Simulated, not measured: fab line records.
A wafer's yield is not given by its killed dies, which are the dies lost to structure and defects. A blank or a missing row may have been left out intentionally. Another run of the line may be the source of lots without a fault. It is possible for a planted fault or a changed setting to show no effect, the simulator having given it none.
What tool caused it? / flow n5_finfet / Sampling: 12 lots, 36 wafers, 4 of 1938 route steps

## WHAT THE GAUGES SHOWED, per wafer
N5_BEOL_M12_INSPECT_55: inspects for defects (darkfield).
lot=L074; measured=day 11 14:49; on=defect_inspect-01; raw_defect_count=141 46 91
lot=L077; measured=day 12 05:46; on=defect_inspect-02; raw_defect_count=69 75 149
lot=L079; measured=day 12 14:24; on=defect_inspect-02; raw_defect_count=105 74 91
lot=L081; measured=day 13 05:02; on=defect_inspect-01; raw_defect_count=56 64 60
lot=L084; measured=day 13 17:41; on=defect_inspect-01; raw_defect_count=73 105 94
lot=L085; measured=day 13 23:29; on=defect_inspect-01; raw_defect_count=54 58 70
lot=L087; measured=day 14 08:28; on=defect_inspect-02; raw_defect_count=53 60 49
lot=L088; measured=day 15 00:02; on=defect_inspect-02; raw_defect_count=73 85 87
lot=L091; measured=day 15 05:02; on=defect_inspect-01; raw_defect_count=66 125 92
lot=L093; measured=day 15 11:34; on=defect_inspect-02; raw_defect_count=42 51 37
lot=L095; measured=day 16 06:25; on=defect_inspect-02; raw_defect_count=60 70 86
lot=L097; measured=day 16 19:46; on=defect_inspect-02; raw_defect_count=73 39 61

## EACH LOT AND THE TOOL THAT RAN IT (in order: tool; ch and the chambers of the sampled wafers; start)
lot=L074; N5_BEOL_M11_DESCUM_33=rie_diel-04 ch 1,2, day 11 00:43; N5_BEOL_M11_CURE_72=uv_cure-03 ch 2, day 11 01:35; N5_BEOL_M12_ETCH_68=rie_diel-03 ch 0,1,2, day 11 06:00
lot=L077; N5_BEOL_M11_DESCUM_33=rie_diel-06 ch 0,2,3, day 11 21:31; N5_BEOL_M11_CURE_72=uv_cure-01 ch 0, day 11 22:14; N5_BEOL_M12_ETCH_68=rie_diel-05 ch 0,2, day 12 02:14
lot=L079; N5_BEOL_M11_DESCUM_33=rie_diel-02 ch 0,2,3, day 12 05:53; N5_BEOL_M11_CURE_72=uv_cure-02 ch 1, day 12 06:37; N5_BEOL_M12_ETCH_68=rie_diel-05 ch 0,1,3, day 12 10:58
lot=L081; N5_BEOL_M11_DESCUM_33=rie_diel-04 ch 0,1,3, day 12 17:50; N5_BEOL_M11_CURE_72=uv_cure-03 ch 2, day 12 18:31; N5_BEOL_M12_ETCH_68=rie_diel-01 ch 0,1,2, day 12 23:38
lot=L084; N5_BEOL_M11_DESCUM_33=rie_diel-04 ch 2,3, day 13 09:43; N5_BEOL_M11_CURE_72=uv_cure-02 ch 0, day 13 10:28; N5_BEOL_M12_ETCH_68=rie_diel-01 ch 1,2,3, day 13 14:35
lot=L085; N5_BEOL_M11_DESCUM_33=rie_diel-06 ch 1,2, day 13 14:16; N5_BEOL_M11_CURE_72=uv_cure-03 ch 2, day 13 14:58; N5_BEOL_M12_ETCH_68=rie_diel-03 ch 0,1, day 13 19:32
lot=L087; N5_BEOL_M11_DESCUM_33=rie_diel-02 ch 0,3, day 13 20:40; N5_BEOL_M11_CURE_72=uv_cure-02 ch 0, day 13 21:22; N5_BEOL_M12_ETCH_68=rie_diel-05 ch 0,1, day 14 02:26
lot=L088; N5_BEOL_M11_DESCUM_33=rie_diel-04 ch 0,1,2, day 14 16:40; N5_BEOL_M11_CURE_72=uv_cure-01 ch 0, day 14 17:22; N5_BEOL_M12_ETCH_68=rie_diel-01 ch 0,2,3, day 14 21:53
lot=L091; N5_BEOL_M11_DESCUM_33=rie_diel-04 ch 0,1, day 14 19:49; N5_BEOL_M11_CURE_72=uv_cure-01 ch 2, day 14 20:34; N5_BEOL_M12_ETCH_68=rie_diel-03 ch 2,3, day 15 02:17
lot=L093; N5_BEOL_M11_DESCUM_33=rie_diel-06 ch 0,1,2, day 15 01:45; N5_BEOL_M11_CURE_72=uv_cure-02 ch 1, day 15 02:26; N5_BEOL_M12_ETCH_68=rie_diel-01 ch 0,3, day 15 07:07
lot=L095; N5_BEOL_M11_DESCUM_33=rie_diel-06 ch 1,2,3, day 15 20:23; N5_BEOL_M11_CURE_72=uv_cure-03 ch 0, day 15 21:04; N5_BEOL_M12_ETCH_68=rie_diel-05 ch 2,3, day 16 03:21
lot=L097; N5_BEOL_M11_DESCUM_33=rie_diel-06 ch 0,1, day 16 12:35; N5_BEOL_M11_CURE_72=uv_cure-01 ch 1, day 16 13:20; N5_BEOL_M12_ETCH_68=rie_diel-01 ch 1,2,3, day 16 17:31
- N5_BEOL_M11_DESCUM_33: chemistry O2, time 7.9 s.
- N5_BEOL_M11_CURE_72: cures SiCOH lowk, time 120 s.
- N5_BEOL_M12_ETCH_68: etches SOC in N2/H2, time 285 s.

## THE ANSWER, worked out from the rows above alone
Rule: the lots themselves supply what counts as usual. Put in order of their means at a reading, lots are off if they are a third of the lots or fewer, leave a main group of 4 or more, and stand apart from it by a gap of 3 or more times the standard deviation of the main group's means; of several such gaps the widest counts. A main group is skipped when, at the precision printed for the reading in the tables above, its means are all equal. A lot without any number at a reading at which 4 lots or more have one is off too. Any other lot the step has rows for is counted as sound.
None of the lots is off at any reading shown; this tells nothing.

## WHAT THE SIMULATOR HAD PUT IN
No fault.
